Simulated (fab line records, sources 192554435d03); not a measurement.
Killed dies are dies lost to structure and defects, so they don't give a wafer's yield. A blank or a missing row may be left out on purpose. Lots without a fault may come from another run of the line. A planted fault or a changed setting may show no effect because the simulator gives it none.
Which tool did it? | flow n5_finfet | 24 lots, 72 wafers sampled, at 3 steps of a route of 1938

WHAT THE GAUGES READ, wafer by wafer
N5_SD_EPI_N_INSPECT_26: inspects for defects (darkfield). Usual: raw_defect_count 202, standard deviation 44.
lot  | measured    | on                | raw_defect_count | flag
L074 | day 3 04:46 | defect_inspect-02 | 155 179 176      |
L075 | day 3 13:05 | defect_inspect-02 | 194 195 223      |
L076 | day 3 18:59 | defect_inspect-02 | 198 223 207      |
L077 | day 3 22:25 | defect_inspect-01 | 203 182 167      |
L078 | day 4 04:11 | defect_inspect-02 | 212 204 177      |
L079 | day 4 12:15 | defect_inspect-01 | 240 200 285      |
L080 | day 4 18:03 | defect_inspect-02 | 164 179 176      |
L081 | day 4 23:21 | defect_inspect-02 | 168 140 158      |
L082 | day 5 09:46 | defect_inspect-02 | 147 182 227      |
L083 | day 5 11:28 | defect_inspect-02 | 202 192 179      |
L084 | day 5 18:58 | defect_inspect-01 | 180 172 150      |
L085 | day 5 21:38 | defect_inspect-01 | 237 149 204      |
L086 | day 6 07:59 | defect_inspect-02 | 202 249 228      |
L087 | day 6 12:29 | defect_inspect-02 | 314 231 310      |
L088 | day 6 18:04 | defect_inspect-01 | 204 213 232      |
L089 | day 7 00:23 | defect_inspect-02 | 148 193 178      |
L090 | day 7 03:52 | defect_inspect-02 | 244 167 225      |
L091 | day 7 11:34 | defect_inspect-02 | 158 215 196      |
L092 | day 7 15:56 | defect_inspect-02 | 169 196 143      |
L093 | day 8 00:10 | defect_inspect-01 | 174 208 248      |
L094 | day 8 04:26 | defect_inspect-01 | 220 228 193      |
L095 | day 8 09:20 | defect_inspect-01 | 253 199 205      |
L096 | day 8 21:36 | defect_inspect-01 | 257 263 314      |
L097 | day 9 01:26 | defect_inspect-01 | 281 235 182      |

N5_SD_EPI_P_OVL_MEAS_10. Usual: SD_P_BLK_OVL 0.2 nm, standard deviation 0.75.
lot  | measured    | on         | SD_P_BLK_OVL (nm) | flag
L074 | day 3 05:12 | overlay-01 | 1.5 0.4 1.0       |
L075 | day 3 13:31 | overlay-02 | 0.9 0.3 1.0       |
L076 | day 3 19:18 | overlay-02 | 1.5 0.6 1.4       |
L077 | day 3 22:43 | overlay-01 | 0.7 1.0 0.1       |
L078 | day 4 04:29 | overlay-02 | -2.1 1.1 -0.8     |
L079 | day 4 12:41 | overlay-01 | 0.0 -0.6 0.3      |
L080 | day 4 18:29 | overlay-02 | -0.5 0.0 1.4      |
L081 | day 4 23:39 | overlay-02 | 1.5 -0.1 0.6      |
L082 | day 5 10:11 | overlay-01 | -0.5 -0.9 -0.1    |
L083 | day 5 11:46 | overlay-02 | 0.1 0.0 -0.9      |
L084 | day 5 19:23 | overlay-01 | 1.1 1.5 -0.2      |
L085 | day 5 21:56 | overlay-02 | 0.8 1.2 0.9       |
L086 | day 6 08:17 | overlay-02 | 1.3 0.4 0.3       |
L087 | day 6 12:55 | overlay-01 | 0.2 -0.3 0.6      |
L088 | day 6 18:30 | overlay-02 | 1.6 -0.2 0.5      |
L089 | day 7 00:41 | overlay-02 | 1.9 1.5 1.9       |
L090 | day 7 04:17 | overlay-01 | 0.7 -0.4 0.9      |
L091 | day 7 12:00 | overlay-01 | 1.0 0.5 0.1       |
L092 | day 7 16:22 | overlay-01 | 0.6 1.1 -0.2      |
L093 | day 8 00:36 | overlay-02 | -0.2 -0.2 -0.4    |
L094 | day 8 04:45 | overlay-02 | 0.3 -0.5 -0.3     |
L095 | day 8 09:46 | overlay-01 | 0.1 0.1 -0.2      |
L096 | day 8 22:02 | overlay-01 | 0.8 -0.4 0.4      |
L097 | day 9 01:52 | overlay-01 | 0.7 0.1 0.2       |

WHICH TOOL RAN EACH LOT (tool, then ch and the chambers of the sampled wafers, then the start)
lot  | N5_SD_EPI_N_VAPOR_ETCH_50
L074 | epi_rpcvd-02 ch 0, day 3 02:22
L075 | epi_rpcvd-03 ch 0, day 3 10:38
L076 | epi_rpcvd-03 ch 0, day 3 16:34
L077 | epi_rpcvd-01 ch 0, day 3 19:23
L078 | epi_rpcvd-03 ch 0, day 4 01:28
L079 | epi_rpcvd-03 ch 0, day 4 09:48
L080 | epi_rpcvd-01 ch 0, day 4 13:38
L081 | epi_rpcvd-01 ch 0, day 4 20:56
L082 | epi_rpcvd-01 ch 0, day 5 06:54
L083 | epi_rpcvd-03 ch 0, day 5 09:04
L084 | epi_rpcvd-03 ch 0, day 5 16:14
L085 | epi_rpcvd-02 ch 0, day 5 19:09
L086 | epi_rpcvd-01 ch 0, day 6 05:29
L087 | epi_rpcvd-02 ch 0, day 6 10:02
L088 | epi_rpcvd-01 ch 0, day 6 15:26
L089 | epi_rpcvd-02 ch 0, day 6 21:58
L090 | epi_rpcvd-03 ch 0, day 7 01:25
L091 | epi_rpcvd-03 ch 0, day 7 09:02
L092 | epi_rpcvd-01 ch 0, day 7 13:20
L093 | epi_rpcvd-03 ch 0, day 7 21:42
L094 | epi_rpcvd-02 ch 0, day 8 01:59
L095 | epi_rpcvd-02 ch 0, day 8 06:49
L096 | epi_rpcvd-01 ch 0, day 8 18:20
L097 | epi_rpcvd-01 ch 0, day 8 22:59
- N5_SD_EPI_N_VAPOR_ETCH_50: etches Si in HCl, time 54 s.

WHAT THE TOOLS THEMSELVES READ (means of the sampled wafers that have a number; where no wafer has one, the mark that the record gives instead)
N5_SD_EPI_N_VAPOR_ETCH_50. Usual: throttle_valve_pct 11.6 %, standard deviation 0.42.
lot  | tool         | throttle_valve_pct (%) | flag
L074 | epi_rpcvd-02 | 11.7                   |
L075 | epi_rpcvd-03 | 11.9                   |
L076 | epi_rpcvd-03 | 12.1                   |
L077 | epi_rpcvd-01 | 11.2                   |
L078 | epi_rpcvd-03 | 12.0                   |
L079 | epi_rpcvd-03 | 12.1                   |
L080 | epi_rpcvd-01 | 10.9                   |
L081 | epi_rpcvd-01 | 11.0                   |
L082 | epi_rpcvd-01 | 11.0                   |
L083 | epi_rpcvd-03 | 12.2                   |
L084 | epi_rpcvd-03 | 11.9                   |
L085 | epi_rpcvd-02 | 11.8                   |
L086 | epi_rpcvd-01 | 11.0                   |
L087 | epi_rpcvd-02 | 11.7                   |
L088 | epi_rpcvd-01 | 11.0                   |
L089 | epi_rpcvd-02 | 11.9                   |
L090 | epi_rpcvd-03 | 12.1                   |
L091 | epi_rpcvd-03 | 12.0                   |
L092 | epi_rpcvd-01 | 11.0                   |
L093 | epi_rpcvd-03 | 11.8                   |
L094 | epi_rpcvd-02 | 11.9                   |
L095 | epi_rpcvd-02 | 11.9                   |
L096 | epi_rpcvd-01 | 11.1                   |
L097 | epi_rpcvd-01 | 11.1                   |

THE ANSWER, worked out from the rows above alone
Rule: a lot is off if the mean of its wafers that have a number lies more than 3 standard deviations from the usual mean. A lot without any number at a reading at which 4 lots or more have one is off too. The other lots that the step has rows for count as sound. The gauges are gone through in route order, then the tools' own readings, and for those a lot's mean is taken as printed above. The first step at which some lot is off is used, and at that step the reading that is off furthest; a lot without a number counts as furthest.
No lot is off at any reading shown: from this, nothing can be told.

WHAT THE SIMULATOR HAD PUT IN
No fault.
